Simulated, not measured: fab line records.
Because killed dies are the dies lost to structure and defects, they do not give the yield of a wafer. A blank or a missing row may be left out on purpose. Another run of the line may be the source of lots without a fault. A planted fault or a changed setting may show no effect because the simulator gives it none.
fab line records	flow n5_finfet
record: lots: 5	wafers: 15	last_day: 16
route steps=1938 shown MOL_CONTACT_COAG@525 PASSIVATION@1936
lots untouched by any fault: they come from a run of this same line in which no faults occurred
start_h: the number of hours between the record's first day and the start of the first shown wafer of the lot	wait_h: hours since the lot's step before	" as in the row above	L1.1+2: a row that stands for several wafers	- either no value or no given start	* or withheld: withheld	< > ~ a bound
route shown NAME@n: a module of which the file shows steps, and the number in the route of the first	usual: mean and standard deviation over wafers with no fault	same: alike in all rows	chamber/n: place in a boat	sites: readings site by site	_std_site: standard deviation across them	_edge_site: inner sites' mean taken away from outer sites' mean	radius_mm: how far each site lies from the wafer's centre	mask NAME#n: copy n	behind: the last tool/chamber to shape the wafer	hold: reason for holding the lot/hours on hold/outcome of the hold	device: whichever transistor did not switch (one of n, p or np)	end of line: at the end of the route, the tests of the same wafers	for a step that has no rows: nothing shown but its recipe	killed: dies that structure and defects cost at the first sort, which is not the same as the wafer's yield	map: shows each die of a wafer: x if killed, . if not, _ if none is there
set.NAME: setting as actually run; set.NAME@STEP: the setting as run at that earlier step	model.NAME: the simulator's own value behind a step, which no gauge read
a table for each step, a row for each wafer; lots at some steps of the route
services: a tool's chamber out of use, with start hour (start_h, from the record's first day; less than 0 if before it), hours out, and reason
== steps ==
step: N5_MOL_CONTACT_COAG_DEVELOP_07
recipe: develop_time_s: 30	developer: TMAH	resist: CAR-EUV	rinse_liquid: surfactant_rinse	dry: air_spin	dev_temp_c: 23
step: N5_MOL_CONTACT_COAG_CD_MEAS_08
recipe: target_cd_nm: 28	landing_energy_ev: 500	detector: se_inlens	polarity: opening
usual: cd_nm: 28.00/0.25
lot.wafer	tool	chamber	start_h	wait_h	cd_nm
L389.2	cd_sem-02	0	114.04	-	28.06
L389.4	"	0	"	"	27.66
L389.5	"	0	"	"	28.08
L391.1	cd_sem-02	0	121.53	-	28.06
L391.2	"	0	"	"	27.95
L391.5	"	0	"	"	27.56
L396.3	cd_sem-01	0	144.63	-	27.74
L396.4	"	0	"	"	27.69
L396.5	"	0	"	"	28.31
L400.1	cd_sem-01	0	175.74	-	28.20
L400.4	"	0	"	"	28.38
L400.6	"	0	"	"	28.01
L403.1	cd_sem-03	0	194.36	-	28.04
L403.2	"	0	"	"	28.15
L403.4	"	0	"	"	27.92
step: N5_MOL_CONTACT_COAG_OVL_MEAS_09
recipe: points_per_wafer: 522
usual: CA_OVL: 0.1/0.71
lot.wafer	tool	chamber	start_h	wait_h	CA_OVL[nm]
L389.2	overlay-02	0	114.07	0.0	-1.7
L389.4	"	0	"	"	-0.4
L389.5	"	0	"	"	0.0
L391.1	overlay-02	0	121.56	0.0	-1.5
L391.2	"	0	"	"	0.4
L391.5	"	0	"	"	-1.3
L396.3	overlay-02	0	144.67	0.0	-0.8
L396.4	"	0	"	"	0.0
L396.5	"	0	"	"	0.1
L400.1	overlay-01	0	175.77	0.0	0.2
L400.4	"	0	"	"	0.3
L400.6	"	0	"	"	0.2
L403.1	overlay-02	0	194.39	0.0	0.2
L403.2	"	0	"	"	0.6
L403.4	"	0	"	"	0.2
step: N5_MOL_CONTACT_COAG_INSPECT_10
recipe: mode: adi	inspect_instrument: brightfield
usual: raw_defect_count: 65/26
lot.wafer	tool	chamber	start_h	wait_h	raw_defect_count
L389.2	defect_inspect-02	-	114.13	0.0	42
L389.4	"	-	"	"	38
L389.5	"	-	"	"	36
L391.1	defect_inspect-02	-	121.62	0.1	46
L391.2	"	-	"	"	64
L391.5	"	-	"	"	74
L396.3	defect_inspect-01	-	144.72	0.0	60
L396.4	"	-	"	"	48
L396.5	"	-	"	"	70
L400.1	defect_inspect-02	-	175.83	0.1	50
L400.4	"	-	"	"	47
L400.6	"	-	"	"	81
L403.1	defect_inspect-02	-	194.45	0.1	58
L403.2	"	-	"	"	85
L403.4	"	-	"	"	72
step: N5_MOL_CONTACT_COAG_DESCUM_13
recipe: chemistry: O2	time_s: 7	source_power_w: 50	bias_power_w: 20	pressure_mtorr: 20	rf_frequency_hz: 2.712e+07	temp_c: 40	resist: CAR-EUV	o2_flow_sccm: 225
step: N5_MOL_CONTACT_COAG_ETCH_59
recipe: chemistry: N2/H2	target: underlayer	target_depth_a: 130	mask_material: CAR-EUV	time_s: 10.4	ion_energy_ev: 200	pressure_mtorr: 30	source_w: 840	bias_w: 150	n2_flow_sccm: 200	h2_flow_sccm: 200	ends: cleared
step: N5_MOL_CONTACT_COAG_ETCH_105
recipe: chemistry: CF4	target: SiARC	target_depth_a: 156	mask_material: CAR-EUV	time_s: 26	ion_energy_ev: 80	pressure_mtorr: 40	source_w: 545	bias_w: 36	Ar_flow_sccm: 100	cf4_flow_sccm: 100	ends: cleared
step: N5_MOL_CONTACT_COAG_ETCH_106
recipe: chemistry: N2/H2	target: SOC	target_depth_a: 800	overetch_a: 160	mask_material: SiARC	temp_c: 40	time_s: 120	ion_energy_ev: 200	pressure_mtorr: 30	source_w: 840	bias_w: 150	n2_flow_sccm: 200	h2_flow_sccm: 200
step: N5_MOL_CONTACT_COAG_STRIP_107
recipe: chemistry: N2/H2	temp_c: 40	n2_flow_sccm: 200	h2_flow_sccm: 200	rf_frequency_hz: 6e+07
step: N5_MOL_CONTACT_COAG_STRIP_108
recipe: chemistry: N2/H2	temp_c: 40	n2_flow_sccm: 200	h2_flow_sccm: 200	rf_frequency_hz: 6e+07
step: N5_MOL_CONTACT_COAG_CONTACT_ETCH_14
recipe: chemistry: C4F6/O2	target: SiO2	target_depth_a: 275	overetch_a: 85	mask_material: SOC	pressure_mtorr: 30	source_w: 370	bias_w: 185	Ar_flow_sccm: 300	C4F6_flow_sccm: 16	O2_flow_sccm: 10	time_s: 20	ion_energy_ev: 259.6
step: N5_MOL_CONTACT_COAG_STRIP_109
recipe: chemistry: C4F6/O2	resist: SiARC	rf_frequency_hz: 6e+07
step: N5_MOL_CONTACT_COAG_ETCH_15
recipe: chemistry: CH3F/O2	target: SiNx	target_depth_a: 70	mask_material: SOC	stop_on: Si:P	over_etch_frac: 0.75	ion_energy_ev: 120	pressure_mtorr: 30	source_w: 395	bias_w: 73	Ar_flow_sccm: 150	CH3F_flow_sccm: 30	O2_flow_sccm: 20
usual: CH3F_flow_sccm: 29.98/0.088	chamber_pressure_mTorr: 30.00/0.033	drypump_motor_current_A: 5.6/0.49	oes_ar_750_au: 0.77/0.049	oes_product_au: 0.56/0.039	rf_vpp_V: 299/6.6	showerhead_plenum_p_Torr: 2.03/0.059	throttle_valve_pct: 16.46/0.21
lot.wafer	tool	chamber	start_h	wait_h	CH3F_flow_sccm	chamber_pressure_mTorr	drypump_motor_current_A	oes_ar_750_au	oes_product_au	rf_hours_counter_h	rf_vpp_V	showerhead_plenum_p_Torr	throttle_valve_pct
L389.2	rie_diel-01	1	114.38	0.0	29.91	29.96	5.2	0.88	0.66	25	300	2.04	16.21
L389.4	"	0	"	"	30.04	29.97	6.4	0.81	0.61	77	302	2.03	16.11
L389.5	"	2	"	"	29.91	29.99	4.9	0.74	0.55	-	301	2.08	16.60
L391.1	rie_diel-01	0	121.87	0.0	29.99	30.05	6.4	0.81	0.61	80	303	2.02	16.12
L391.2	"	1	"	"	29.97	29.98	5.2	0.89	0.65	28	301	2.04	16.20
L391.5	"	0	"	"	30.00	29.98	6.4	0.81	0.61	-	303	2.02	16.11
L396.3	rie_diel-01	0	145.05	0.0	30.12	29.97	6.4	0.80	0.60	89	303	2.02	16.16
L396.4	"	1	"	"	29.92	30.03	5.2	0.86	0.64	37	300	2.04	16.25
L396.5	"	2	"	"	30.04	29.96	4.9	0.74	0.54	-	299	2.08	16.63
L400.1	rie_diel-03	0	176.21	0.0	30.00	30.01	5.6	0.77	0.55	142	297	2.08	16.31
L400.4	"	3	"	"	29.86	29.97	6.3	0.71	0.50	235	284	1.92	16.77
L400.6	"	2	"	"	30.01	30.07	5.3	0.77	0.57	-	307	2.02	16.69
L403.1	rie_diel-03	3	194.70	0.0	30.07	30.02	6.3	0.70	0.50	242	287	1.91	16.80
L403.2	"	2	"	"	29.91	30.00	5.3	0.76	0.56	125	306	2.02	16.71
L403.4	"	0	"	"	29.89	29.98	5.7	0.76	0.55	149	300	2.07	16.34
step: N5_MOL_CONTACT_COAG_ETCH_110
recipe: chemistry: CF4/O2	target: Si	target_depth_a: 25	time_s: 8	pressure_mtorr: 100	source_w: 200	bias_w: 12	ion_energy_ev: 60	Ar_flow_sccm: 100	cf4_flow_sccm: 100	O2_flow_sccm: 10
step: N5_MOL_CONTACT_COAG_STRIP_98
recipe: chemistry: N2/H2	power_w: 500	temp_c: 40	pressure_mtorr: 50	rf_frequency_hz: 6e+07	overash_fraction: 0.3	bias_power_w: 8	h2_frac: 0.5	n2_flow_sccm: 300	h2_flow_sccm: 300
usual: chamber_pressure_mTorr: 50.01/0.08	drypump_motor_current_A: 5.6/0.49	oes_product_au: 0.77/0.059	rf_vpp_V: 54.4/1.5	showerhead_plenum_p_Torr: 3.40/0.1	throttle_valve_pct: 19.01/0.17
lot.wafer	tool	chamber	start_h	wait_h	chamber_pressure_mTorr	drypump_motor_current_A	oes_product_au	rf_hours_counter_h	rf_vpp_V	showerhead_plenum_p_Torr	throttle_valve_pct
L389.2	rie_diel-01	1	114.49	0.0	50.00	5.2	0.91	25	53.5	3.43	18.60
L389.4	"	0	"	"	49.98	6.3	0.83	77	55.3	3.42	18.98
L389.5	"	2	"	"	49.94	5.0	0.73	-	52.9	3.46	18.95
L391.1	rie_diel-01	0	121.98	0.0	50.11	6.4	0.83	80	54.1	3.42	18.99
L391.2	"	1	"	"	50.11	5.2	0.91	28	55.1	3.43	18.64
L391.5	"	0	"	"	49.87	6.4	0.83	-	56.0	3.42	18.97
L396.3	rie_diel-01	0	145.16	0.0	49.88	6.4	0.84	89	50.9	3.41	18.96
L396.4	"	1	"	"	50.05	5.2	0.90	37	54.1	3.42	18.65
L396.5	"	2	"	"	49.88	4.9	0.72	-	54.6	3.46	19.01
L400.1	rie_diel-03	0	176.32	0.0	50.11	5.7	0.75	142	52.9	3.51	19.02
L400.4	"	3	"	"	49.89	6.3	0.70	235	53.3	3.20	19.24
L400.6	"	2	"	"	50.14	5.3	0.75	-	55.1	3.36	18.89
L403.1	rie_diel-03	3	194.81	0.0	50.06	6.3	0.69	242	56.2	3.19	19.26
L403.2	"	2	"	"	49.95	5.3	0.76	125	56.2	3.36	18.93
L403.4	"	0	"	"	49.94	5.7	0.75	149	53.8	3.51	19.02
step: N5_MOL_CONTACT_COAG_CD_MEAS_99
recipe: target_cd_nm: 17.2	polarity: opening
usual: cd_nm: 17.3/0.31
lot.wafer	tool	chamber	start_h	wait_h	cd_nm
L389.2	cd_sem-03	-	114.56	-	17.3
L389.4	"	-	"	"	17.1
L389.5	"	-	"	"	17.8
L391.1	cd_sem-03	-	122.05	-	17.2
L391.2	"	-	"	"	17.0
L391.5	"	-	"	"	17.3
L396.3	cd_sem-02	-	145.23	-	17.0
L396.4	"	-	"	"	16.9
L396.5	"	-	"	"	17.6
L400.1	cd_sem-03	-	176.39	-	17.0
L400.4	"	-	"	"	17.4
L400.6	"	-	"	"	17.6
L403.1	cd_sem-02	-	194.88	-	17.8
L403.2	"	-	"	"	17.5
L403.4	"	-	"	"	17.0
step: N5_MOL_CONTACT_COAG_IMPLANT_129
recipe: species: Ge	energy_kev: 3	dose_cm2: 6e+14	tilt_deg: 0	rotation_deg: 0
step: N5_MOL_CONTACT_COAG_PRECLEAN_111
recipe: chemistry: NF3:NH3	afs_cycles: 1	temp_c: 30	time_s: 20	sublimation_temp_c: 180	sublimation_time_s: 60	pressure_torr: 3	rf_power_w: 30
step: N5_MOL_CONTACT_COAG_TI_SIL_19
recipe: material: Ti	target_thk_a: 42	temp_c: 200	chamber_pressure_pa: 5	power_w: 5000	time_s: 15
step: N5_MOL_CONTACT_COAG_ALD_20
recipe: material: TiN	target_thk_a: 15	temp_c: 400	ald_precursor_family: TiCl4	ald_co_reactant: NH3	pulse_time_s: 1	purge_time_s: 3	co_reactant_purge_time_s: 2	co_reactant_pulse_time_s: 2	ald_cycles: 68	pressure_torr: 3
step: N5_MOL_CONTACT_COAG_SIL_ANNEAL_21
recipe: temp_c: 550	time_s: 60	ambient: N2
step: N5_MOL_CONTACT_COAG_PRE_CLEAN_141
recipe: gas: H2/He	time_s: 60	temp_c: 300
step: N5_MOL_CONTACT_COAG_SPUTTER_143
recipe: material: Co	target_thk_a: 25	temp_c: 25	chamber_pressure_pa: 0.2
step: N5_MOL_CONTACT_COAG_CO_FILL_22
recipe: material: Co	target_thk_a: 200	temp_c: 200	precursor: CCTBA/H2	pressure_torr: 30
step: N5_MOL_CONTACT_COAG_ANNEAL_113
recipe: temp_c: 400	time_s: 300	ambient: H2/N2
step: N5_MOL_CONTACT_COAG_PRE_CLEAN_142
recipe: gas: H2/He	time_s: 60	temp_c: 300
usual: heater_power_w: 444/40
same: time_s: 60
lot.wafer	tool	chamber	start_h	wait_h	heater_power_w
L389.2	pvd_sputter-02	-	119.43	1.2	402
L389.4	"	-	"	"	411
L389.5	"	-	"	"	513
L391.1	pvd_sputter-01	-	126.77	1.9	438
L391.2	"	-	"	"	452
L391.5	"	-	"	"	444
L396.3	pvd_sputter-03	-	150.30	0.5	397
L396.4	"	-	"	"	437
L396.5	"	-	"	"	445
L400.1	pvd_sputter-01	-	181.70	0.8	454
L400.4	"	-	"	"	433
L400.6	"	-	"	"	436
L403.1	pvd_sputter-03	-	201.07	2.8	444
L403.2	"	-	"	"	399
L403.4	"	-	"	"	400
step: N5_MOL_CONTACT_COAG_SPUTTER_130
recipe: material: Co	target_thk_a: 475	temp_c: 25	chamber_pressure_pa: 0.5	power_w: 3000
usual: chamber_pressure_pa: 0.5001/0.001	throttle_valve_pct: 29.7/0.97
lot.wafer	tool	chamber	start_h	wait_h	chamber_pressure_pa	throttle_valve_pct
L389.2	pvd_sputter-02	-	119.49	0.0	0.5007	29.0
L389.4	"	-	"	"	0.5004	29.7
L389.5	"	-	"	"	0.5011	27.9
L391.1	pvd_sputter-01	-	126.83	0.0	0.5010	29.5
L391.2	"	-	"	"	0.5002	31.7
L391.5	"	-	"	"	0.5000	29.3
L396.3	pvd_sputter-03	-	157.11	6.8	0.4991	30.2
L396.4	"	-	"	"	0.5026	29.8
L396.5	"	-	"	"	0.4979	28.4
L400.1	pvd_sputter-01	-	181.76	0.0	0.4996	32.1
L400.4	"	-	"	"	0.4993	29.2
L400.6	"	-	"	"	0.5000	31.0
L403.1	pvd_sputter-03	-	201.13	0.0	0.5000	30.1
L403.2	"	-	"	"	0.4990	30.2
L403.4	"	-	"	"	0.5010	30.4
step: N5_MOL_CONTACT_COAG_PRECLEAN_125
recipe: chemistry: DIW	time_s: 57.5	temp_c: 23
step: N5_MOL_CONTACT_COAG_SRD_126
recipe: dry_time_s: 32	dry: n2_spin	spin_rpm: 1500
step: N5_MOL_CONTACT_COAG_CMP_23
recipe: stop_on: SiO2	t_overpolish_s: 1.5	post_cmp_clean: cu_alkaline	down_force_psi: 2	platen_rpm: 50.289	pad_velocity_m_s: 1.0006	target_thk_nm: 0
step: N5_MOL_CONTACT_COAG_WET_ETCH_26
recipe: target: Co	target_depth_nm: 13
step: N5_MOL_CONTACT_COAG_WET_ETCH_116
recipe: chemistry: SC1-inhibited	target_depth_nm: 4.6	dry: ipa_marangoni	rinse_time_s: 30	rinse_temp_c: 23
step: N5_MOL_CONTACT_COAG_ALD_27
recipe: material: SiOC	target_thk_a: 170	temp_c: 400	ald_precursor_family: carbosiloxane	ald_co_reactant: H2-plasma	pulse_time_s: 1.5	time_s: 2720	purge_time_s: 2	co_reactant_purge_time_s: 2	ald_cycles: 340	pressure_torr: 2
usual: heater_power_w: 837/70	precursor_pulse_height_rel: 1.002/0.018
same: purge_time_s: 2	time_s: 2720
lot.wafer	tool	chamber	start_h	wait_h	heater_power_w	precursor_pulse_height_rel
L389.2	ald_sin-03	3	120.58	0.0	836	1.013
L389.4	"	0	"	"	819	1.005
L389.5	"	2	"	"	712	0.976
L391.1	ald_sin-02	2	127.83	0.0	861	1.019
L391.2	"	0	"	"	952	1.009
L391.5	"	0	"	"	955	1.014
L396.3	ald_sin-03	0	158.16	0.0	826	0.995
L396.4	"	3	"	"	825	1.027
L396.5	"	3	"	"	841	1.012
L400.1	ald_sin-02	1	182.94	0.0	844	1.005
L400.4	"	2	"	"	874	1.004
L400.6	"	3	"	"	896	1.007
L403.1	ald_sin-01	2	202.17	0.0	713	1.015
L403.2	"	1	"	"	854	1.000
L403.4	"	3	"	"	729	1.021
step: N5_MOL_CONTACT_COAG_CMP_28
recipe: stop_on: SiNx	t_overpolish_s: 0.85	post_cmp_clean: alkaline_brush	down_force_psi: 4.15	platen_rpm: 51.8	pad_velocity_m_s: 1.0307	target_thk_nm: 14.522
usual: motor_current_A: 12.7/0.97	slurry_filter_dp_kPa: 13.51/0.15	time_to_endpoint_s: 3.7/2.4
lot.wafer	tool	chamber	start_h	wait_h	motor_current_A	slurry_filter_dp_kPa	time_to_endpoint_s
L389.4	cmp-04	3	122.23	0.9	11.5	13.48	6.4
L389.2	"	0	"	"	14.0	13.81	2.7
L389.5	"	1	"	"	12.2	13.69	7.4
L391.1	cmp-04	1	129.40	0.8	13.2	13.52	6.3
L391.2	"	3	"	"	11.4	13.25	2.2
L391.5	"	1	"	"	13.5	13.47	7.9
L396.3	cmp-04	0	159.73	0.8	14.2	13.66	5.4
L396.4	"	2	"	"	14.8	13.72	4.4
L396.5	"	0	"	"	14.4	13.61	5.5
L400.1	cmp-04	0	184.58	0.9	13.7	13.60	5.5
L400.4	"	1	"	"	13.2	13.31	6.3
L400.6	"	2	"	"	13.9	13.88	2.4
L403.4	cmp-04	1	203.74	0.8	12.7	13.41	10.0
L403.1	"	2	"	"	14.7	13.74	3.2
L403.2	"	0	"	"	14.2	13.11	4.9
step: N5_MOL_CONTACT_COAG_THK_MEAS_29
recipe: reads: SiNx_of_GATE_CUT_PECVD_57+SiNx_of_GATE_CUT_SAC_CAP_01
usual: MD_CAP_THK: 17.90/0.089
lot.wafer	tool	chamber	start_h	wait_h	MD_CAP_THK[nm]
L389.2	film_metro-02	-	122.45	-	17.91
L389.4	"	-	"	"	17.95
L389.5	"	-	"	"	17.94
L391.1	film_metro-01	-	129.69	-	17.96
L391.2	"	-	"	"	18.00
L391.5	"	-	"	"	17.89
L396.3	film_metro-02	-	160.02	-	17.84
L396.4	"	-	"	"	17.82
L396.5	"	-	"	"	17.84
L400.1	film_metro-01	-	184.80	-	17.86
L400.4	"	-	"	"	17.95
L400.6	"	-	"	"	17.96
L403.1	film_metro-01	-	204.03	-	17.80
L403.2	"	-	"	"	17.80
L403.4	"	-	"	"	17.82
step: N5_MOL_CONTACT_COAG_ALD_123
recipe: material: SiNx	target_thk_a: 50	temp_c: 400	ald_precursor_family: SiH2I2	ald_co_reactant: N2/H2-plasma	pulse_time_s: 1	purge_time_s: 2	co_reactant_purge_time_s: 2	ald_cycles: 100	pressure_torr: 2
step: N5_MOL_CONTACT_COAG_PECVD_31
recipe: material: SiO2	target_thk_a: 460	temp_c: 400	precursor: TEOS/O2	pressure_torr: 6.5	rf_w: withheld	teos_flow_sccm: withheld	gas: O2	flow_sccm: 2650	time_s: 8.9
step: N5_MOL_CONTACT_COAG_COAT_75
recipe: resist: SOC	temp_c: 250	time_s: 60	spin_rpm: 1500	resist_thk_nm: 60
step: N5_MOL_CONTACT_COAG_COAT_76
recipe: resist: SiARC	temp_c: 220	time_s: 60	spin_rpm: 1500	resist_thk_nm: 10
step: N5_MOL_CONTACT_COAG_COAT_77
recipe: resist: underlayer	temp_c: 205	time_s: 60	spin_rpm: 1500	resist_thk_nm: 10
step: N5_PASSIVATION_PROBE_49
usual: defect_limited_yield: 91.7/1.5	killed_at_M0_to_M3: 32/10	killed_at_M4_up: 14/5.3	killed_at_contacts: 13/5.7	killed_at_front_end: 37/10	killed_at_other: 3.3/2.5	killed_dies: 98/18	killed_open: 65/13	killed_short: 31/7.5	sort_bin_5_function: 4.9/0.91	sort_bin_6_memory: 3.1/0.71	sort_bin_8_speed: 0.00/0.017	sort_n_pass: 1082/18
same: gross_dies: 1180	killed_at_back_side: 0	sort_bin_4_leakage[%]: 0
lot.wafer	tool	chamber	start_h	wait_h	defect_limited_yield[%]	killed_at_M0_to_M3	killed_at_M4_up	killed_at_contacts	killed_at_front_end	killed_at_other	killed_dies	killed_open	killed_short	sort_bin_5_function[%]	sort_bin_6_memory[%]	sort_bin_8_speed[%]	sort_n_pass
L389.2	prober-01	-	300.43	0.1	92.3	28	14	6	39	4	91	57	27	4.7	2.1	0	1089
L389.4	prober-01	-	300.53	0.2	94.5	18	4	12	29	2	65	46	19	3.1	2.4	0	1115
L389.5	prober-01	-	300.58	0.2	92.5	24	11	11	41	2	89	63	19	4.1	2.8	0	1091
L391.1	prober-01	-	316.67	0.0	92.5	22	10	11	41	4	88	66	21	4.1	3.3	0	1092
L391.2	prober-01	-	316.72	0.1	94.4	25	8	3	28	2	66	42	23	4.2	1.4	0	1114
L391.5	prober-01	-	316.87	0.2	93.1	14	11	27	28	2	82	49	29	4.1	2.5	0	1098
L400.1	prober-01	-	382.30	0.0	91.0	43	15	7	35	6	106	72	33	5.5	3.1	0	1074
L400.4	prober-01	-	382.45	0.2	91.6	38	6	12	37	6	99	68	30	4.9	3.1	0	1081
L400.6	prober-01	-	382.55	0.3	89.4	47	9	9	58	2	125	79	38	6.4	3.2	0	1055
L403.1	prober-02	-	394.27	0.0	90.8	29	27	15	38	0	109	75	32	5.4	3.5	0	1071
L403.2	prober-02	-	394.32	0.1	90.3	45	18	13	38	0	114	64	47	5.3	4.0	0	1066
L403.4	prober-02	-	394.42	0.2	78.8	52	19	141	35	3	250	67	53	13.2	5.3	0	930
killed by level:class
L389.2 BEOL_M0_SAQP:geometric_particle:open=8 FIN_SAQP:geometric_particle:short=7 DUMMY_GATE:geometric_particle:open=7 BEOL_M0_SAQP:geometric_particle:short=7 BEOL_M4:geometric_particle:open=7 FIN_SAQP:geometric_particle:open=6 HKMG_FIN:area_etch=6 BEOL_M2:geometric_particle:open=5
L389.4 MOL_CONTACT_COAG:geometric_particle:open=11 BEOL_M0_SAQP:geometric_particle:open=8 STI_FIN_REVEAL:geometric_particle:open=7 BEOL_M1:geometric_particle:open=5 BEOL_M0_SAQP:geometric_particle:short=4 DUMMY_GATE:geometric_particle:short=3 DUMMY_GATE:geometric_particle:open=3 FIN_SAQP:geometric_particle:open=2
L389.5 MOL_CONTACT_COAG:geometric_particle:open=10 STI_FIN_REVEAL:geometric_particle:open=7 HKMG_FIN:area_etch=7 BEOL_M0_SAQP:geometric_particle:short=6 BEOL_M2:geometric_particle:open=6 BEOL_M4:geometric_particle:open=6 FIN_SAQP:geometric_particle:open=5 DUMMY_GATE:geometric_particle:open=5
L391.1 MOL_CONTACT_COAG:geometric_particle:open=10 FIN_SAQP:geometric_particle:open=9 BEOL_M2:geometric_particle:open=7 STI_FIN_REVEAL:geometric_particle:open=6 DUMMY_GATE:geometric_particle:open=6 FIN_SAQP:geometric_particle:short=4 BEOL_M3:geometric_particle:open=4 BEOL_M4:geometric_particle:open=4
L391.2 FIN_SAQP:geometric_particle:short=7 FIN_SAQP:geometric_particle:open=5 BEOL_M3:geometric_particle:open=5 GATE_CUT:geometric_particle:open=4 BEOL_M0_SAQP:geometric_particle:short=4 BEOL_M0_SAQP:geometric_particle:open=4 BEOL_M1:geometric_particle:open=4 BEOL_M4:geometric_particle:open=4
L391.5 MOL_CONTACT_COAG:geometric_particle:open=20 FIN_SAQP:geometric_particle:short=7 MOL_CONTACT_COAG:geometric_particle:short=7 BEOL_M0_SAQP:geometric_particle:short=4 DUMMY_GATE:geometric_particle:open=3 SDB:geometric_particle:open=3 BEOL_M0_SAQP:geometric_particle:open=3 BEOL_M3:geometric_particle:open=3
L400.1 FIN_SAQP:geometric_particle:open=10 BEOL_M1:geometric_particle:open=10 BEOL_M3:geometric_particle:open=10 BEOL_M0_SAQP:geometric_particle:open=7 BEOL_M4:geometric_particle:open=6 DUMMY_GATE:geometric_particle:open=5 BEOL_M1:geometric_particle:short=5 MOL_CONTACT_COAG:geometric_particle:open=4
L400.4 STI_FIN_REVEAL:geometric_particle:open=14 MOL_CONTACT_COAG:geometric_particle:open=8 BEOL_M3:geometric_particle:open=7 BEOL_M0_SAQP:geometric_particle:open=6 FIN_SAQP:geometric_particle:open=5 BEOL_M0_SAQP:geometric_particle:short=5 BEOL_M1:geometric_particle:open=5 DUMMY_GATE:geometric_particle:open=4
L400.6 STI_FIN_REVEAL:geometric_particle:open=14 DUMMY_GATE:geometric_particle:open=11 BEOL_M0_SAQP:geometric_particle:short=10 FIN_SAQP:geometric_particle:open=7 BEOL_M2:geometric_particle:open=7 BEOL_M0_SAQP:geometric_particle:open=7 FIN_SAQP:geometric_particle:short=6 MOL_CONTACT_COAG:geometric_particle:open=6
L403.1 MOL_CONTACT_COAG:geometric_particle:open=14 FIN_SAQP:geometric_particle:open=10 BEOL_M4:geometric_particle:open=10 BEOL_M0_SAQP:geometric_particle:short=8 BEOL_M5:geometric_particle:open=7 BEOL_M0_SAQP:geometric_particle:open=6 BEOL_M1:geometric_particle:open=6 FIN_SAQP:geometric_particle:short=5
L403.2 BEOL_M0_SAQP:geometric_particle:short=22 BEOL_M0_SAQP:geometric_particle:open=12 MOL_CONTACT_COAG:geometric_particle:open=9 DUMMY_GATE:geometric_particle:open=8 BEOL_M5:geometric_particle:open=7 STI_FIN_REVEAL:geometric_particle:open=6 BEOL_M1:geometric_particle:open=6 FIN_SAQP:geometric_particle:short=4
L403.4 MOL_CONTACT_COAG:unspecified=128 BEOL_M0_SAQP:geometric_particle:short=18 BEOL_M0_SAQP:geometric_particle:open=14 BEOL_M5:geometric_particle:open=8 MOL_CONTACT_COAG:geometric_particle:open=7 BEOL_M4:geometric_particle:open=7 GATE_CUT:geometric_particle:short=6 MOL_CONTACT_COAG:geometric_particle:short=6
map L403.4 (x killed, . not)
_________________......x.x...________________
______________....x...x........._____________
___________...............x........__________
__________x.........x.x.x......x...._________
________....xx......................x._______
_______................................______
______.................................._____
_____.x....x..............x............x.____
____.......................x..............___
___..............x.........................__
___...x..x....x....x...........xx....x..x..__
__.x........x.....x.......x......x.....x...._
__xx..........x................x.x...x....x._
_.....x...x............x.......x...xxx..x....
_......x..x..................xxxxx...........
_...x.............x....x...x.xxxxxxx.........
_..........x...x.........xxxxxxxxxxxxxx.x....
_..xx....x......x........xxxxxxxxxxx..x......
_x........x.x.........x.xxxxxxxxxxxxxxx.x.x..
_.x..........x...x..x..xxxxxxxxxxxxxxxxx.....
_.....x..x.......x........xxxxxxxxxxxxx......
__....xx.......x..x.....x.xxxxxxxxxxxx......_
__...x.......x.........x..xxxxxxxxxxxx..x..._
___............x.x....x..x.xxxxxxxxx..x....__
___.........x.............x..xxxx.x.x.x....__
____......x.x........xx.....xx....x.......___
_____..................x...x...x...x....x____
______.x.........xxx.x.........x.......x_____
_______..........x............x.x......______
________...........x.......x...x....x._______
__________...x....x...x....x.....x.._________
___________.x.....xx............x..__________
______________..........x......._____________
_________________...........x________________
map L400.6 (x killed, . not)
_________________...x......x.________________
______________.................._____________
___________....x...........x.......__________
__________.x....x...x.........x..x.._________
________xx..........x.....x.....x....._______
_______...x..........xx.....x......x.x.______
______....x......................x..x..._____
_____.x........x............x.....x......____
____.......x......x..x..x..x..x.....x.....___
___..........x..................xx.........__
___x....x....x.....................x.......__
__..............x......x.....x........x.x..._
__..........x...x..............x............_
_.............................xx..x.x..x.....
_.......x.........x.........x..x..........x..
_.....x..........x.......................x...
_........x........................x.......x..
_........x.x.......x...x.....................
_....x........x............x.............x...
_...........x......x....x.........x..........
_.....x...........................x....x.....
__.......x.x................x..............x_
__.............x...x...x......x.......x.x..._
___..x.........x............x..............__
___........x..............x..x...x.........__
____.....x.x..x..............x..........x.___
_____..x.....x....x............x.........____
______x...x............x................_____
_______.........x......x........x......______
________x.................x......x.x.._______
__________..xx...........x.........._________
___________....x....xx.........x...__________
______________.........x...x...._____________
_________________............________________
== services ==
tool	chamber	start_h	hours	kind
pvd_sputter-03	-	93.63	3.5	repair
rie_diel-01	3	100.79	8.7	repair
ald_sin-03	0	101.38	-	clean
ald_sin-03	1	101.38	-	clean
ald_sin-03	2	101.38	-	clean
ald_sin-03	3	101.38	-	clean
cmp-04	-	104.34	7.8	pm
ald_sin-02	1	106.60	13.3	repair
pvd_sputter-02	-	134.88	1.1	repair
rie_diel-01	-	135.57	0.8	repair
rie_diel-01	0	168.70	6.0	repair
ald_sin-01	-	178.19	14.0	pm
ald_sin-01	0	178.19	14.0	vent_cycle
ald_sin-01	1	178.19	14.0	vent_cycle
ald_sin-01	2	178.19	14.0	vent_cycle
ald_sin-01	3	178.19	14.0	vent_cycle
ald_sin-01	0	192.19	-	clean
ald_sin-01	1	192.19	-	clean
ald_sin-01	2	192.19	-	clean
ald_sin-01	3	192.19	-	clean
ald_sin-03	-	202.41	6.0	pm
== key ==
first_sign: step: N5_PASSIVATION_PROBE_49	reading: killed_at_contacts	direction: up	sigmas: 22	usual: 13	struck: 141
effect: step: N5_PASSIVATION_PROBE_49	reading: defect_limited_yield	direction: down	sigmas: 8.7	usual: 91.7	struck: 78.8
more_kills_born_at: N5_MOL_CONTACT_COAG_ETCH_15@rie_diel-03: 128
met_at N5_MOL_CONTACT_COAG_ETCH_15
struck_wafers L403.4
onset_between 176.21 194.70
fault: kind: chamber_particle_source	tool: rie_diel-03	chamber: 0	onset_h: 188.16	steps: N5_MOL_CONTACT_COAG_ETCH_15	rate_per_visit_cm2: 0.99972	end_h: 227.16
